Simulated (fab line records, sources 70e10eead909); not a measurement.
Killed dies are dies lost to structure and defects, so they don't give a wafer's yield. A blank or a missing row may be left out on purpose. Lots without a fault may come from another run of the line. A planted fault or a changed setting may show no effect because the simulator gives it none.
fab line records | flow nand_harc
record lots=13 wafers=39 last_day=32
route steps=1302 shown P_STI@92 P_GATE@131 END@1302
lots that met no fault: from a run of the same line without faults
start_h: hours from the record's first day to the start of the lot's first wafer shown | wait_h: hours since the lot's step before | " the same as in the row above | L1.1+2: a row that stands for several wafers | - no value, or no start given | * or withheld: withheld | < > ~ a bound
route shown NAME@n: a module of which the file shows steps, and the number in the route of the first | usual: mean/standard deviation of fault-free wafers | same: alike in all rows | chamber/n: place in a boat | sites: the reading at each site | _std_site: their standard deviation | _edge_site: outer sites' mean less inner sites' | radius_mm: how far each site lies from the wafer's centre | mask NAME#n: copy n | behind: the tool/chamber that last shaped the wafer | hold: why the lot was held/for how many hours/how that ended | device: the transistor (n, p or np) that didn't switch | end of line: the same wafers' tests at the end of the route | a step without rows: its recipe alone | killed: dies lost to structure and defects at the first sort, not the wafer's yield | map: a wafer's dies, x killed, . not, _ none there
set.NAME: the setting as run; set.NAME@STEP: as run at that earlier step | model.NAME: the simulator's own value behind a step, which no gauge read
steps of the route over a sample of lots; a table a step, a row a wafer
services: from which hour (start_h, from the record's first day; less than 0 if before it) a tool's chamber was out of use, for how many hours, and why
## steps
# step NHARC_P_STI_OCD_MEAS_17
# usual trench_depth_nm=302/3.9 trench_foot_cd_nm=156.5/2.2
# columns lot.wafer tool chamber start_h wait_h trench_depth_nm trench_foot_cd_nm
L120.1 ocd-01 - 46.68 0.1 301 155.6
L120.4 " - " " 300 153.4
L120.6 " - " " 301 158.6
L121.2 ocd-01 - 57.72 0.1 293 158.2
L121.5 " - " " 305 156.0
L121.6 " - " " 295 156.8
L122.1 ocd-01 - 65.86 0.1 297 160.6
L122.2 " - " " 302 157.5
L122.5 " - " " 302 156.8
L123.4 ocd-01 - 73.65 0.1 302 154.8
L123.5 " - " " 300 155.7
L123.6 " - " " 308 155.7
L124.3 ocd-02 - 84.36 0.1 301 157.1
L124.5 " - " " 301 154.9
L124.6 " - " " 303 152.8
L125.2 ocd-01 - 94.76 0.1 304 160.5
L125.4 " - " " 295 159.0
L125.5 " - " " 303 159.7
L127.2 ocd-01 - 115.26 0.1 299 154.2
L127.5 " - " " 306 152.0
L127.6 " - " " 302 154.1
L130.2 ocd-02 - 149.98 0.1 301 158.3
L130.3 " - " " 310 153.3
L130.6 " - " " 299 159.2
L131.1 ocd-02 - 157.72 0.1 301 158.4
L131.3 " - " " 307 154.9
L131.4 " - " " 304 155.7
L133.1 ocd-01 - 174.21 0.1 300 158.1
L133.5 " - " " 309 156.8
L133.6 " - " " 305 156.8
L135.2 ocd-01 - 193.30 0.1 298 160.0
L135.4 " - " " 305 155.9
L135.6 " - " " 297 158.7
L138.1 ocd-01 - 225.17 0.1 301 156.8
L138.3 " - " " 307 156.2
L138.4 " - " " 300 154.7
L139.1 ocd-01 - 237.08 0.1 304 156.8
L139.2 " - " " 307 156.7
L139.4 " - " " 306 159.5
# step NHARC_P_STI_INSPECT_25
# usual raw_defect_count=209/65
# columns lot.wafer tool chamber start_h wait_h raw_defect_count
L120.1 defect_inspect-02 - 73.83 0.4 150
L120.4 " - " " 229
L120.6 " - " " 230
L121.2 defect_inspect-02 - 87.25 0.4 350
L121.5 " - " " 242
L121.6 " - " " 197
L122.1 defect_inspect-01 - 92.22 0.4 206
L122.2 " - " " 277
L122.5 " - " " 160
L123.4 defect_inspect-01 - 99.99 0.4 150
L123.5 " - " " 131
L123.6 " - " " 197
L124.3 defect_inspect-02 - 115.19 0.4 195
L124.5 " - " " 150
L124.6 " - " " 152
L125.2 defect_inspect-02 - 122.51 0.4 140
L125.4 " - " " 226
L125.5 " - " " 216
L127.2 defect_inspect-01 - 141.10 0.4 309
L127.5 " - " " 259
L127.6 " - " " 220
L130.2 defect_inspect-02 - 178.77 0.4 158
L130.3 " - " " 138
L130.6 " - " " 143
L131.1 defect_inspect-01 - 186.98 0.4 304
L131.3 " - " " 248
L131.4 " - " " 148
L133.1 defect_inspect-02 - 200.76 0.4 159
L133.5 " - " " 176
L133.6 " - " " 193
L135.2 defect_inspect-02 - 220.97 0.4 172
L135.4 " - " " 107
L135.6 " - " " 210
L138.1 defect_inspect-02 - 253.30 0.4 202
L138.3 " - " " 142
L138.4 " - " " 109
L139.1 defect_inspect-01 - 263.30 0.4 157
L139.2 " - " " 132
L139.4 " - " " 160
# step NHARC_P_GATE_HM_DEP_102
# recipe target_thk_a=1200 temp_c=400 material=aC
# usual throttle_valve_pct=35.000/0.0093
# columns lot.wafer tool chamber start_h wait_h throttle_valve_pct
L120.1 acl_dep-03 0 94.51 0.4 34.988
L120.4 " 0 " " 34.995
L120.6 " 0 " " 34.996
L121.2 acl_dep-03 0 110.39 1.3 35.005
L121.5 " 0 " " 34.999
L121.6 " 0 " " 34.994
L122.1 acl_dep-02 0 113.70 0.4 35.018
L122.2 " 0 " " 35.004
L122.5 " 0 " " 35.013
L123.4 acl_dep-02 0 125.28 2.3 34.994
L123.5 " 0 " " 34.999
L123.6 " 0 " " 34.986
L124.3 acl_dep-03 0 140.83 2.2 35.010
L124.5 " 0 " " 35.004
L124.6 " 0 " " 34.968
L125.2 acl_dep-02 0 144.76 0.5 34.983
L125.4 " 0 " " 35.006
L125.5 " 0 " " 35.017
L127.2 acl_dep-01 0 163.53 1.5 34.996
L127.5 " 0 " " 34.996
L127.6 " 0 " " 35.004
L130.2 acl_dep-03 0 202.50 3.1 35.014
L130.3 " 0 " " 34.987
L130.6 " 0 " " 35.014
L131.1 acl_dep-01 0 208.08 0.7 35.005
L131.3 " 0 " " 35.004
L131.4 " 0 " " 34.997
L133.1 acl_dep-01 0 223.00 1.8 34.991
L133.5 " 0 " " 34.983
L133.6 " 0 " " 35.012
L133.1 acl_dep-01 0 224.19 1.1 34.983
L133.5 " 0 " " 34.990
L133.6 " 0 " " 35.015
L135.2 acl_dep-03 0 248.39 6.6 34.996
L135.4 " 0 " " 35.000
L135.6 " 0 " " 35.011
L135.2 acl_dep-03 0 250.86 2.4 35.003
L135.4 " 0 " " 35.003
L135.6 " 0 " " 35.001
L138.1 acl_dep-03 0 275.45 1.4 35.008
L138.3 " 0 " " 34.994
L138.4 " 0 " " 34.998
L139.1 acl_dep-02 0 286.30 2.0 34.996
L139.2 " 0 " " 34.992
L139.4 " 0 " " 34.996
L139.1 acl_dep-03 0 287.55 1.1 35.006
L139.2 " 0 " " 35.009
L139.4 " 0 " " 35.009
# step NHARC_P_GATE_HM_OPEN_105
# recipe target_depth_a=3600 o2_flow_sccm=400 cos_flow_sccm=20 ar_flow_sccm=0 rf_w=500 bias_w=300 chemistry=O2/COS
# usual drypump_motor_current_A=5.8/0.42 oes_product_au=1.001/0.0094 rf_fwd_power_W=498.1/1.9 rf_vpp_V=468/3 showerhead_plenum_p_Torr=3.16/0.14 throttle_valve_pct=28.331/0.0096
# columns lot.wafer tool chamber start_h wait_h drypump_motor_current_A oes_product_au rf_fwd_power_W rf_hours_counter_h rf_vpp_V showerhead_plenum_p_Torr throttle_valve_pct
L120.1 rie_diel-06 1 - - 5.1 0.983 500.9 8 468 3.14 28.325
L120.4 " 2 " " 5.5 0.993 496.4 8 465 2.93 28.330
L120.6 " 2 " " 5.5 0.992 499.7 - 463 2.93 28.332
L121.2 rie_diel-12 0 - - 5.9 0.996 498.3 2 472 3.31 28.325
L121.6 " 3 " " 6.5 1.005 497.7 - 470 3.29 28.340
L121.5 " 0 " " 5.9 0.989 498.7 - 472 3.31 28.329
L122.2 rie_diel-06 0 - - 5.5 0.983 494.9 9 468 3.19 28.321
L122.1 " 3 " " 5.7 1.002 498.9 10 471 3.29 28.327
L122.5 " 1 " " 5.1 0.983 498.3 - 469 3.14 28.335
L123.4 rie_diel-12 3 - - 6.5 1.002 499.5 2 470 3.29 28.318
L123.6 " 1 " " 5.8 1.002 498.4 - 467 3.20 28.333
L123.5 " 2 " " 5.9 0.994 498.9 - 463 2.94 28.323
L124.3 rie_diel-06 2 - - 5.5 1.004 497.5 0 462 2.93 28.321
L124.6 " 3 " " 5.8 1.006 497.9 - 471 3.29 28.350
L124.5 " 0 " " 5.5 0.997 496.4 - 469 3.19 28.329
L125.4 rie_diel-06 0 - - 5.5 0.995 495.1 0 469 3.19 28.330
L125.2 " 2 " " 5.5 1.013 495.5 0 464 2.93 28.316
L125.5 " 1 " " 5.1 0.999 502.5 - 469 3.14 28.336
L127.2 rie_diel-05 3 - - 6.5 1.010 500.3 5 472 3.35 28.317
L127.5 " 3 " " 6.5 1.001 502.2 - 472 3.35 28.331
L127.6 " 0 " " 6.1 1.014 494.5 - 468 3.12 28.332
L130.2 rie_diel-05 3 - - 6.5 0.998 500.2 7 472 3.35 28.319
L130.3 " 0 " " 6.1 1.016 495.1 7 468 3.12 28.337
L130.6 " 0 " " 6.1 1.020 496.1 - 466 3.12 28.320
L131.3 rie_diel-12 2 - - 5.9 0.984 497.9 6 463 2.93 28.321
L131.1 " 3 " " 6.5 0.993 498.4 7 471 3.29 28.350
L131.4 " 0 " " 5.9 0.994 499.4 8 472 3.31 28.333
L133.1 rie_diel-06 2 - - 5.5 1.012 499.3 5 463 2.93 28.316
L133.5 " 0 " " 5.5 0.989 497.4 - 470 3.19 28.332
L133.6 " 2 " " 5.5 1.020 499.1 - 464 2.93 28.314
L135.2 rie_diel-12 3 - - 6.5 0.993 498.8 10 470 3.29 28.336
L135.4 " 2 " " 5.9 0.998 497.2 9 463 2.93 28.349
L135.6 " 3 " " 6.5 0.999 497.5 - 471 3.29 28.328
L138.3 rie_diel-06 1 - - 5.1 0.998 501.9 9 467 3.14 28.316
L138.4 " 2 " " 5.5 1.012 501.7 9 462 2.93 28.342
L138.1 " 0 " " 5.5 0.998 498.0 9 469 3.19 28.328
L139.1 rie_diel-06 2 - - 5.5 1.007 497.2 9 463 2.93 28.340
L139.4 " 3 " " 5.7 1.008 500.2 9 470 3.28 28.324
L139.2 " 0 " " 5.5 0.997 496.0 9 470 3.19 28.319
# step NHARC_END_SORT_01
# recipe temp_c=25
# usual killed_at_array=57/18 killed_at_other=0.8/1 killed_at_periphery=3.9/2.8 killed_dies=62/18 killed_open=3.4/1.8 killed_short=2.2/1.6
# same gross_dies=677
# columns lot.wafer tool chamber start_h wait_h killed_at_array killed_at_other killed_at_periphery killed_dies killed_open killed_short
L120.1 prober-02 0 587.87 2.5 58 2 0 60 1 1
L120.4 prober-02 0 590.25 3.4 67 0 1 68 1 0
L120.6 prober-02 0 591.83 4.0 78 2 1 81 3 2
L130.2 prober-01 0 669.91 2.8 61 0 2 63 0 2
L130.3 prober-01 0 670.71 3.1 51 1 1 53 1 2
L130.6 prober-01 0 673.11 4.0 57 3 1 61 1 2
L135.2 prober-02 0 705.65 2.8 81 0 0 81 4 4
L135.4 prober-02 0 707.24 3.4 80 0 0 80 5 1
L135.6 prober-02 0 708.83 4.0 71 0 1 72 3 1
L139.1 prober-01 0 756.70 2.5 53 0 7 60 4 0
L139.4 prober-01 0 759.07 3.4 53 0 3 56 4 3
# killed by level:class
L120.1 A_SLIT:chamber_film_flake=22 A_CHANNEL_HOLE_D1:chamber_film_flake=21 A_CHANNEL_HOLE_D2:chamber_film_flake=6 A_CHANNEL_FILL_D2:chamber_film_flake=2 A_CONTACT:chamber_film_flake=2 THIN_TSV:chamber_film_flake=2 A_CHANNEL_FILL_D2:geometric_particle:short=1 A_BLC:geometric_particle:open=1
L120.4 A_CHANNEL_HOLE_D1:chamber_film_flake=32 A_SLIT:chamber_film_flake=20 A_CONTACT:chamber_film_flake=4 A_CHANNEL_HOLE_D2:chamber_film_flake=3 A_STAIRCASE:chamber_film_flake=2 A_CONTACT:unspecified=2 A_CHANNEL_FILL_D2:geometric_particle:open=1 P_STI:chamber_film_flake=1
L120.6 A_CHANNEL_HOLE_D1:chamber_film_flake=35 A_SLIT:chamber_film_flake=23 A_CHANNEL_HOLE_D2:chamber_film_flake=10 A_CONTACT:chamber_film_flake=3 THIN_TSV:chamber_film_flake=2 A_CHANNEL_HOLE_D1:geometric_particle:short=1 A_CHANNEL_FILL_D2:geometric_particle:open=1 A_WL_FILL:geometric_particle:short=1
L130.2 A_CHANNEL_HOLE_D1:chamber_film_flake=32 A_CHANNEL_HOLE_D2:chamber_film_flake=18 A_CONTACT:chamber_film_flake=7 A_CHANNEL_FILL_D1:geometric_particle:short=1 A_WL_FILL:geometric_particle:short=1 P_ZERO_WELL:chamber_film_flake=1 P_STI:chamber_film_flake=1 A_STAIRCASE:chamber_film_flake=1
L130.3 A_CHANNEL_HOLE_D1:chamber_film_flake=31 A_CHANNEL_HOLE_D2:chamber_film_flake=11 A_CONTACT:chamber_film_flake=3 A_WL_FILL:chamber_film_flake=2 A_CHANNEL_FILL_D1:geometric_particle:short=1 A_WL_FILL:geometric_particle:short=1 A_CONTACT:geometric_particle:open=1 P_GATE:chamber_film_flake=1
L130.6 A_CHANNEL_HOLE_D1:chamber_film_flake=30 A_CHANNEL_HOLE_D2:chamber_film_flake=17 A_WL_FILL:chamber_film_flake=3 A_CONTACT:chamber_film_flake=3 THIN_TSV:chamber_film_flake=3 P_M2:geometric_particle:short=1 A_DECK1_JOINT:geometric_particle:open=1 A_CHANNEL_FILL_D2:geometric_particle:short=1
L135.2 A_CHANNEL_HOLE_D1:chamber_film_flake=33 A_SLIT:chamber_film_flake=31 A_CONTACT:chamber_film_flake=6 A_DECK1_JOINT:geometric_particle:short=2 A_ONON_D2:geometric_particle:open=2 A_CHANNEL_FILL_D2:chamber_film_flake=2 A_CHANNEL_FILL_D2:geometric_particle:open=1 A_SGD_CUT:geometric_particle:short=1
L135.4 A_CHANNEL_HOLE_D1:chamber_film_flake=37 A_SLIT:chamber_film_flake=25 A_CONTACT:chamber_film_flake=8 A_CHANNEL_FILL_D1:geometric_particle:open=2 A_SOURCE_PLATE:geometric_particle:open=1 A_DECK1_JOINT:geometric_particle:open=1 A_CHANNEL_FILL_D2:geometric_particle:open=1 A_CONTACT:geometric_particle:short=1
L135.6 A_SLIT:chamber_film_flake=33 A_CHANNEL_HOLE_D1:chamber_film_flake=27 A_CONTACT:chamber_film_flake=4 A_CHANNEL_FILL_D2:chamber_film_flake=2 P_CONTACT:geometric_particle:open=1 A_CHANNEL_FILL_D2:geometric_particle:short=1 A_BLC:geometric_particle:open=1 A_M0:geometric_particle:open=1
L139.1 A_CHANNEL_HOLE_D1:chamber_film_flake=35 A_CONTACT:chamber_film_flake=5 A_STAIRCASE:chamber_film_flake=4 P_M2:chamber_film_flake=3 A_SLIT:chamber_film_flake=3 A_ONON_D2:geometric_particle:open=2 P_GATE:chamber_film_flake=2 P_GATE:geometric_particle:open=1
L139.4 A_CHANNEL_HOLE_D1:chamber_film_flake=28 A_CONTACT:chamber_film_flake=8 A_SLIT:chamber_film_flake=5 P_M2:chamber_film_flake=3 A_ONON_D1:geometric_particle:short=2 A_M1:geometric_particle:open=2 A_DECK1_JOINT:geometric_particle:open=1 A_SGD_CUT:geometric_particle:open=1
## services
# columns tool chamber start_h hours kind
rie_diel-06 0 84.78 - clean
rie_diel-06 1 84.78 - clean
rie_diel-06 2 84.78 - clean
rie_diel-06 3 84.78 - clean
rie_diel-12 - 91.40 9.0 pm
rie_diel-06 0 109.28 - clean
rie_diel-06 1 109.28 - clean
rie_diel-06 2 109.28 - clean
rie_diel-06 3 109.28 - clean
rie_diel-06 2 109.60 6.1 repair
acl_dep-03 - 120.99 13.0 pm
rie_diel-06 - 124.93 0.1 repair
rie_diel-06 - 130.27 9.0 pm
rie_diel-06 0 130.27 9.0 vent_cycle
rie_diel-05 0 134.22 4.4 repair
rie_diel-05 2 155.74 2.8 repair
acl_dep-01 - 186.33 13.0 pm
rie_diel-06 2 213.22 6.0 repair
rie_diel-06 3 220.10 6.1 repair
rie_diel-05 - 229.66 9.0 pm
rie_diel-05 2 240.45 12.0 repair
acl_dep-02 - 242.90 13.0 pm
rie_diel-12 - 268.40 9.0 pm
rie_diel-12 3 283.44 5.6 repair
## key
first_sign step=NHARC_P_GATE_HM_DEP_102 reading=visit direction=added
effect none on later readings
met_at NHARC_P_GATE_HM_DEP_102
struck_lots L133,L135,L139
tester_left_out L133,L135,L139
not_acting_at NHARC_P_STI_OCD_MEAS_17,NHARC_P_STI_INSPECT_25,NHARC_P_GATE_HM_OPEN_105
fault kind=repeated_step_whole tool=acl_dep-01,acl_dep-02,acl_dep-03 chamber=- onset_h=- steps=NHARC_P_GATE_HM_DEP_102 times=1 scope=struck_lots_only
# tester_left_out: of these lots the tester's yield and bins aren't shown, on N5 and GAA mostly nor the transistor test; their killed dies are dies lost to structure and defects alone, not to doping, threshold or leakage, so they don't give the yield
